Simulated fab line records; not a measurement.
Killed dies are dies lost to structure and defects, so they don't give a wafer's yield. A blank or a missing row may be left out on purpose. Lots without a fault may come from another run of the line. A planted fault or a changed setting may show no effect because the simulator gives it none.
Chamber matching / flow n5_finfet / 4 sister chambers for N5_BEOL_M8_DESCUM_16 on rie_diel-02
The step chemistry O2, time 7.9 s. 24 wafers are shown with their chamber, then 12 later ones without.

WAFERS PAIRED WITH THEIR CHAMBERS
wafer=L077.1; chamber=2; drypump_motor_current_A (A)=5.38; showerhead_plenum_p_Torr (Torr)=2.04; throttle_valve_pct (%)=20.3
wafer=L077.2; chamber=3; drypump_motor_current_A (A)=5.56; showerhead_plenum_p_Torr (Torr)=2.07; throttle_valve_pct (%)=20.9
wafer=L077.3; chamber=0; drypump_motor_current_A (A)=5.60; showerhead_plenum_p_Torr (Torr)=2.08; throttle_valve_pct (%)=20.4
wafer=L088.1; chamber=2; drypump_motor_current_A (A)=5.37; showerhead_plenum_p_Torr (Torr)=2.04; throttle_valve_pct (%)=19.9
wafer=L088.2; chamber=1; drypump_motor_current_A (A)=5.86; showerhead_plenum_p_Torr (Torr)=2.15; throttle_valve_pct (%)=20.7
wafer=L088.3; chamber=3; drypump_motor_current_A (A)=5.56; showerhead_plenum_p_Torr (Torr)=2.06; throttle_valve_pct (%)=21.0
wafer=L088.4; chamber=1; drypump_motor_current_A (A)=5.88; showerhead_plenum_p_Torr (Torr)=2.15; throttle_valve_pct (%)=20.7
wafer=L088.5; chamber=3; drypump_motor_current_A (A)=5.57; showerhead_plenum_p_Torr (Torr)=2.06; throttle_valve_pct (%)=21.0
wafer=L088.6; chamber=2; drypump_motor_current_A (A)=5.33; showerhead_plenum_p_Torr (Torr)=2.04; throttle_valve_pct (%)=19.9
wafer=L087.3; chamber=3; drypump_motor_current_A (A)=5.55; showerhead_plenum_p_Torr (Torr)=2.06; throttle_valve_pct (%)=21.0
wafer=L087.4; chamber=2; drypump_motor_current_A (A)=5.37; showerhead_plenum_p_Torr (Torr)=2.04; throttle_valve_pct (%)=19.9
wafer=L087.5; chamber=3; drypump_motor_current_A (A)=5.55; showerhead_plenum_p_Torr (Torr)=2.06; throttle_valve_pct (%)=21.0
wafer=L092.1; chamber=1; drypump_motor_current_A (A)=5.87; showerhead_plenum_p_Torr (Torr)=2.14; throttle_valve_pct (%)=20.7
wafer=L092.2; chamber=2; drypump_motor_current_A (A)=5.41; showerhead_plenum_p_Torr (Torr)=2.03; throttle_valve_pct (%)=19.9
wafer=L092.5; chamber=2; drypump_motor_current_A (A)=5.35; showerhead_plenum_p_Torr (Torr)=2.03; throttle_valve_pct (%)=19.9
wafer=L094.1; chamber=2; drypump_motor_current_A (A)=5.36; showerhead_plenum_p_Torr (Torr)=2.03; throttle_valve_pct (%)=19.9
wafer=L094.2; chamber=3; drypump_motor_current_A (A)=5.55; showerhead_plenum_p_Torr (Torr)=2.05; throttle_valve_pct (%)=21.0
wafer=L094.3; chamber=0; drypump_motor_current_A (A)=5.62; showerhead_plenum_p_Torr (Torr)=2.07; throttle_valve_pct (%)=20.2
wafer=L094.4; chamber=3; drypump_motor_current_A (A)=5.55; showerhead_plenum_p_Torr (Torr)=2.05; throttle_valve_pct (%)=21.0
wafer=L094.5; chamber=0; drypump_motor_current_A (A)=5.65; showerhead_plenum_p_Torr (Torr)=2.07; throttle_valve_pct (%)=20.2
wafer=L094.6; chamber=2; drypump_motor_current_A (A)=5.35; showerhead_plenum_p_Torr (Torr)=2.03; throttle_valve_pct (%)=19.9
wafer=L093.1; chamber=0; drypump_motor_current_A (A)=5.56; showerhead_plenum_p_Torr (Torr)=2.07; throttle_valve_pct (%)=20.2
wafer=L093.2; chamber=2; drypump_motor_current_A (A)=5.40; showerhead_plenum_p_Torr (Torr)=2.03; throttle_valve_pct (%)=19.9
wafer=L093.5; chamber=3; drypump_motor_current_A (A)=5.56; showerhead_plenum_p_Torr (Torr)=2.05; throttle_valve_pct (%)=21.0

SIGNATURES (averages over the wafers above)
reading=drypump_motor_current_A; chamber 0=5.6075; chamber 1=5.8700; chamber 2=5.3689; chamber 3=5.5562; scatter within a chamber=0.0223
reading=showerhead_plenum_p_Torr; chamber 0=2.0725; chamber 1=2.1467; chamber 2=2.0344; chamber 3=2.0575; scatter within a chamber=0.00597
reading=throttle_valve_pct; chamber 0=20.250; chamber 1=20.700; chamber 2=19.944; chamber 3=20.988; scatter within a chamber=0.0951
Rule: a wafer's distance from a chamber is the root of the sum, over the readings, of the square of ((its reading less the chamber's mean) divided by the reading's scatter). The wafer belongs to the nearest chamber; if the next one is less than 2 further off, it can't be placed. The scatter: take each reading less its chamber's mean, square it, sum over the shown wafers, divide by the number of wafers less the number of chambers, and take the root.

WAFERS WITHOUT THEIR CHAMBER
wafer=L095.1; drypump_motor_current_A (A)=5.59; showerhead_plenum_p_Torr (Torr)=2.07; throttle_valve_pct (%)=20.2
wafer=L095.2; drypump_motor_current_A (A)=5.38; showerhead_plenum_p_Torr (Torr)=2.03; throttle_valve_pct (%)=19.9
wafer=L095.3; drypump_motor_current_A (A)=5.64; showerhead_plenum_p_Torr (Torr)=2.07; throttle_valve_pct (%)=20.2
wafer=L095.4; drypump_motor_current_A (A)=5.40; showerhead_plenum_p_Torr (Torr)=2.03; throttle_valve_pct (%)=19.9
wafer=L095.5; drypump_motor_current_A (A)=5.60; showerhead_plenum_p_Torr (Torr)=2.07; throttle_valve_pct (%)=20.2
wafer=L095.6; drypump_motor_current_A (A)=5.40; showerhead_plenum_p_Torr (Torr)=2.03; throttle_valve_pct (%)=19.9
wafer=L096.1; drypump_motor_current_A (A)=5.38; showerhead_plenum_p_Torr (Torr)=2.03; throttle_valve_pct (%)=19.9
wafer=L096.2; drypump_motor_current_A (A)=5.88; showerhead_plenum_p_Torr (Torr)=2.14; throttle_valve_pct (%)=20.3
wafer=L096.3; drypump_motor_current_A (A)=5.56; showerhead_plenum_p_Torr (Torr)=2.07; throttle_valve_pct (%)=20.2
wafer=L096.4; drypump_motor_current_A (A)=5.38; showerhead_plenum_p_Torr (Torr)=2.03; throttle_valve_pct (%)=19.9
wafer=L096.5; drypump_motor_current_A (A)=5.88; showerhead_plenum_p_Torr (Torr)=2.14; throttle_valve_pct (%)=20.3
wafer=L096.6; drypump_motor_current_A (A)=5.58; showerhead_plenum_p_Torr (Torr)=2.07; throttle_valve_pct (%)=20.2

WHICH CHAMBER EACH ONE RAN IN
wafer=L095.1; from the rows above=0; in truth=0
wafer=L095.2; from the rows above=2; in truth=2
wafer=L095.3; from the rows above=0; in truth=0
wafer=L095.4; from the rows above=2; in truth=2
wafer=L095.5; from the rows above=0; in truth=0
wafer=L095.6; from the rows above=2; in truth=2
wafer=L096.1; from the rows above=2; in truth=2
wafer=L096.2; from the rows above=1; in truth=1
wafer=L096.3; from the rows above=0; in truth=0
wafer=L096.4; from the rows above=2; in truth=2
wafer=L096.5; from the rows above=1; in truth=1
wafer=L096.6; from the rows above=0; in truth=0
Correctly placed: 12 of 12. Number that these rows cannot place: 0. Wrongly placed: 0.
